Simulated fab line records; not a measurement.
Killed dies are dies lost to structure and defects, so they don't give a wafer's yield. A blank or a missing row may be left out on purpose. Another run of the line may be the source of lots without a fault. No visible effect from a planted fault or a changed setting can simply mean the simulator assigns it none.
Split-lot experiment | flow n5_finfet | 39 wafers read from 7 lots, route of 1938 steps

## THE SPLIT
At N5_DUMMY_GATE_ETCH_44 (etches poly-Si in HBr/O2, stops on SiO2, target depth 127.5 nm), the setting target_depth_a was moved away from the recipe's 1275 angstrom on 15 of the 39 wafers read, by -12.5% to +6.7%. This setting was run at the recipe's value on the other wafers.

The reading comes from the split's own step.

## THE READING
oes_product_au, in a.u., at N5_DUMMY_GATE_ETCH_44 (etches poly-Si in HBr/O2, stops on SiO2, target depth 127.5 nm). Fault-free wafers of this fab line usually give 0.719 a.u., standard deviation 0.0085 a.u.

wafer  | tool, chamber at the split | target_depth_a as run, angstrom | against the recipe | oes_product_au, a.u. | against lot-mates on the recipe
L074.1 | rie_si-02, 3               | 1275                            | recipe             | 0.710                | -
L074.2 | rie_si-02, 2               | 1155                            | -9.4%              | 0.747                | +0.033
L074.3 | rie_si-02, 0               | 1275                            | recipe             | 0.714                | -
L074.4 | rie_si-02, 1               | 1155                            | -9.4%              | 0.747                | +0.033
L074.5 | rie_si-02, 3               | 1155                            | -9.4%              | 0.751                | +0.037
L074.6 | rie_si-02, 2               | 1275                            | recipe             | 0.718                | -
L078.1 | rie_si-02, 0               | 1275                            | recipe             | 0.712                | -
L078.2 | rie_si-02, 1               | 1275                            | recipe             | 0.701                | -
L078.3 | rie_si-02, 2               | 1115                            | -12.5%             | 0.767                | +0.056
L078.4 | rie_si-02, 3               | 1275                            | recipe             | 0.719                | -
L078.5 | rie_si-02, 3               | 1115                            | -12.5%             | 0.758                | +0.047
L078.6 | rie_si-02, 0               | 1115                            | -12.5%             | 0.768                | +0.057
L084.1 | rie_si-02, 2               | 1275                            | recipe             | 0.719                | -
L084.2 | rie_si-02, 0               | 1275                            | recipe             | 0.723                | -
L084.3 | rie_si-02, 3               | 1193                            | -6.4%              | 0.738                | +0.019
L084.4 | rie_si-02, 1               | 1193                            | -6.4%              | 0.735                | +0.016
L084.5 | rie_si-02, 1               | 1193                            | -6.4%              | 0.739                | +0.020
L084.6 | rie_si-02, 2               | 1275                            | recipe             | 0.716                | -
L086.1 | rie_si-06, 1               | 1275                            | recipe             | 0.726                | -
L086.4 | rie_si-06, 2               | 1275                            | recipe             | 0.733                | -
L086.5 | rie_si-06, 0               | 1275                            | recipe             | 0.714                | -
L087.1 | rie_si-02, 2               | 1275                            | recipe             | 0.723                | -
L087.2 | rie_si-02, 1               | 1275                            | recipe             | 0.719                | -
L087.3 | rie_si-02, 3               | 1361                            | +6.7%              | 0.693                | -0.028
L087.4 | rie_si-02, 0               | 1361                            | +6.7%              | 0.694                | -0.027
L087.5 | rie_si-02, 3               | 1361                            | +6.7%              | 0.698                | -0.023
L087.6 | rie_si-02, 0               | 1275                            | recipe             | 0.721                | -
L089.1 | rie_si-04, 0               | 1275                            | recipe             | 0.726                | -
L089.2 | rie_si-04, 3               | 1275                            | recipe             | 0.723                | -
L089.3 | rie_si-04, 1               | 1275                            | recipe             | 0.711                | -
L089.4 | rie_si-04, 2               | 1275                            | recipe             | 0.733                | -
L089.5 | rie_si-04, 2               | 1275                            | recipe             | 0.729                | -
L089.6 | rie_si-04, 1               | 1275                            | recipe             | 0.707                | -
L092.1 | rie_si-04, 1               | 1191                            | -6.6%              | 0.728                | -0.002
L092.2 | rie_si-04, 3               | 1191                            | -6.6%              | 0.759                | +0.029
L092.3 | rie_si-04, 0               | 1191                            | -6.6%              | 0.750                | +0.020
L092.4 | rie_si-04, 2               | 1275                            | recipe             | 0.736                | -
L092.5 | rie_si-04, 3               | 1275                            | recipe             | 0.727                | -
L092.6 | rie_si-04, 0               | 1275                            | recipe             | 0.726                | -

THE FIT
A straight line over all 39 wafers: oes_product_au changes by -0.0034 a.u. for each +1% of target_depth_a; r = -0.90; the points scatter about the line by 0.0082 a.u.
The same after taking each lot's own level away (the mean of its wafers on the recipe; 39 wafers): -0.00376 a.u. for each +1%; r = -0.93; scatter 0.0075 a.u.
Per that fit: largest target_depth_a move, reading shift of 0.047 a.u.
The lots' own levels span 0.7107 to 0.7297 a.u., that is 2.2 times the standard deviation above.
The two slopes agree, so the slope changes little with the lot-to-lot level.
Check: with one of the wafers moved furthest among these (-12.5%) left out of the fit, the line predicts +0.0448 a.u. for it against its lot-mates. It came out at +0.0563 a.u. against them.
Tool readings at the split's step, against how far the setting was moved: oes_product_au r = -0.90.

## OTHER SPLITS ON THESE WAFERS
Note: prior to the reading, these wafers also went through further splits. Each is held against what the fit with the lots' levels taken away leaves over:
other split on the same wafers | wafers away from the commonest value | r with oes_product_au (lot level and that fit taken away)
N5_FIN_CUT_ETCH_21 bias_w      | 15                                   | -0.10
N5_DUMMY_GATE_ETCH_32 time_s   | 15                                   | +0.08

## THE FILE'S OWN FIT
oes_product_au changes by -0.00371 a.u. for each +1% of target_depth_a, r = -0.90.
